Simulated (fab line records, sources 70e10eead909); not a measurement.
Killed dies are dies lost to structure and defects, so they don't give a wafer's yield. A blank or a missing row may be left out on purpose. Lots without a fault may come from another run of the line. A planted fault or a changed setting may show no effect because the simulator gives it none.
A struck lot beside a sound one | flow nand_harc | 42 steps out of a route of 1302
Sound: wafers L557.1, L557.4, L557.6. Struck: wafers L572.1, L572.3, L572.4. The cause comes at the end.
At each step with rows: each side's tool, then ch and its chambers, then its first start. Under that, the readings that differ: sound wafers | struck wafers | difference of the means | sigmas: that difference in standard deviations of wafers without a fault.
alike: readings whose means differ by less than 2 such deviations, and words and numbers that are the same on both sides. not compared: withheld readings, readings that some wafer has no value for, bounds like >300 that may hide the same value, and numbers for which the record gives no deviation and whose values overlap.
The two part at a step that has a row with sigmas, a row that says differs or no value, or rows on one side only. Numbers that don't overlap but have no deviation are shown without sigmas and don't part them. A reading that every wafer of one side lacks parts them only if that side has two wafers or more.

first, 4 steps without rows for these wafers: NHARC_HYBRID_BOND_PRECLEAN_01 (cleans in DIW, time 300 s); NHARC_HYBRID_BOND_SRD_02 (time 30 s, dry time 20 s); NHARC_HYBRID_BOND_BOND_03; NHARC_HYBRID_BOND_ANNEAL_04 (time 7200 s).
NHARC_HYBRID_BOND_OVL_MEAS_05:
  sound on overlay-02, day 26 06:55; struck on overlay-01, day 31 21:55
  alike: overlay_x_nm, overlay_y_nm
NHARC_HYBRID_BOND_INSPECT_06: inspects for defects (ir void).
  sound on defect_inspect-02, day 26 06:58; struck on defect_inspect-02, day 31 21:59
  reading          | sound       | struck   | difference | sigmas
  raw_defect_count | 148 150 148 | 18 21 16 | -130       | -3
then, 2 steps without rows for these wafers: NHARC_THIN_TSV_GRIND_00; NHARC_THIN_TSV_CMP_01 (polishes).
NHARC_THIN_TSV_THK_MEAS_02: measures by ir.
  sound on film_metro-01, day 26 08:36; struck on film_metro-02, day 32 08:58
  alike: thk_nm
then, 3 steps without rows for these wafers: NHARC_THIN_TSV_SRD_03; NHARC_THIN_TSV_PRECLEAN_41 (cleans in SC1); NHARC_THIN_TSV_SRD_42.
NHARC_THIN_TSV_DEP_43: deposits SiO2, target thk 1328.5 nm.
  sound on pecvd-01 ch 0,1,2, day 26 08:52; struck on pecvd-01 ch 1,2, day 32 09:14
  alike: rf_fwd_power_W, throttle_valve_pct
then, 8 steps without rows for these wafers: NHARC_THIN_TSV_DEHYDRATE_04 (time 120 s); NHARC_THIN_TSV_HMDS_05 (time 30 s); NHARC_THIN_TSV_COAT_06; NHARC_THIN_TSV_SOFTBAKE_07 (time 95 s); NHARC_THIN_TSV_EBR_08; NHARC_THIN_TSV_EXPOSE_09 (exposes mask TSV); NHARC_THIN_TSV_PEB_10 (peb time 85 s); NHARC_THIN_TSV_DEVELOP_11 (time 70 s).
NHARC_THIN_TSV_CD_MEAS_12: target cd 1000 nm.
  sound on cd_sem-03 ch 0, day 26 09:32; struck on cd_sem-01 ch 0, day 32 10:01
  alike: cd_nm
then, 4 steps without rows for these wafers: NHARC_THIN_TSV_HARDBAKE_13 (time 80 s); NHARC_THIN_TSV_DESCUM_14 (chemistry O2, time 3 s); NHARC_THIN_TSV_ETCH_44 (etches the open film in CF4/O2, target depth 1594.2 nm, time 797.1 s); NHARC_THIN_TSV_ETCH_15 (target depth 3000 nm, bosch target overetch cycles 2, bosch etch step 2.8 s).
NHARC_THIN_TSV_CD_MEAS_16:
  sound on cd_sem-03, day 26 10:29; struck on cd_sem-02, day 32 10:59
  alike: cd_nm
NHARC_THIN_TSV_STRIP_45: strips in O2.
  sound on plasma_asher-01 ch 0,1, day 26 10:37; struck on plasma_asher-02 ch 0,1, day 32 11:06
  alike: drypump_motor_current_A, heater_power_w, temp_c
  not compared: rf_hours_counter_h
then, 6 steps without rows for these wafers: NHARC_THIN_TSV_STRIP_46 (strips in post etch residue remover, time 1200 s); NHARC_THIN_TSV_DEP_47 (deposits SiO2, target thk 200 nm); NHARC_THIN_TSV_ETCHBACK_48 (etches the open film in C4F8/Ar, target depth 1028.5 nm, time 405.17 s); NHARC_THIN_TSV_STRIP_62 (strips in N2/H2, time 20 s); NHARC_THIN_TSV_DEGAS_49 (time 120 s); NHARC_THIN_TSV_PRE_CLEAN_50 (time 30 s).
NHARC_THIN_TSV_PVD_19: deposits TaN, target thk 20 nm.
  sound on pvd_sputter-01; struck on pvd_sputter-03
  alike: throttle_valve_pct
then, 2 steps without rows for these wafers: NHARC_THIN_TSV_PVD_51 (deposits Cu, target thk 100 nm); NHARC_THIN_TSV_ECD_20 (material Cu, target thk 2000 nm).
NHARC_THIN_TSV_ANNEAL_52: time 90 s.
  sound on rtp_anneal-01 ch 0, day 26 13:36; struck on rtp_anneal-01 ch 0, day 32 13:58
  alike: wafer_temp_C_max
NHARC_THIN_TSV_CMP_21: polishes, t overpolish 30 s, target thk 2000 nm.
  sound on cmp-02 ch 0,2,3, day 26 14:01; struck on cmp-03 ch 0,1,2, day 32 14:19
  alike: motor_current_A, overpolish_run_s
then, 1 step without rows for these wafers: NHARC_THIN_TSV_SRD_23.
NHARC_THIN_TSV_DEGAS_53: time 60 s.
  sound on pvd_sputter-03, day 26 14:25; struck on pvd_sputter-03, day 32 14:47
  alike: heater_power_w, susceptor_temp_C
NHARC_END_SORT_01:
  the record has rows for the struck wafers here (prober-01 ch 0, day 33 06:22) and none for the sound ones

WHERE THEY PART
First at NHARC_HYBRID_BOND_INSPECT_06; last, within this record, at NHARC_END_SORT_01.

WHY: what the simulator had put in
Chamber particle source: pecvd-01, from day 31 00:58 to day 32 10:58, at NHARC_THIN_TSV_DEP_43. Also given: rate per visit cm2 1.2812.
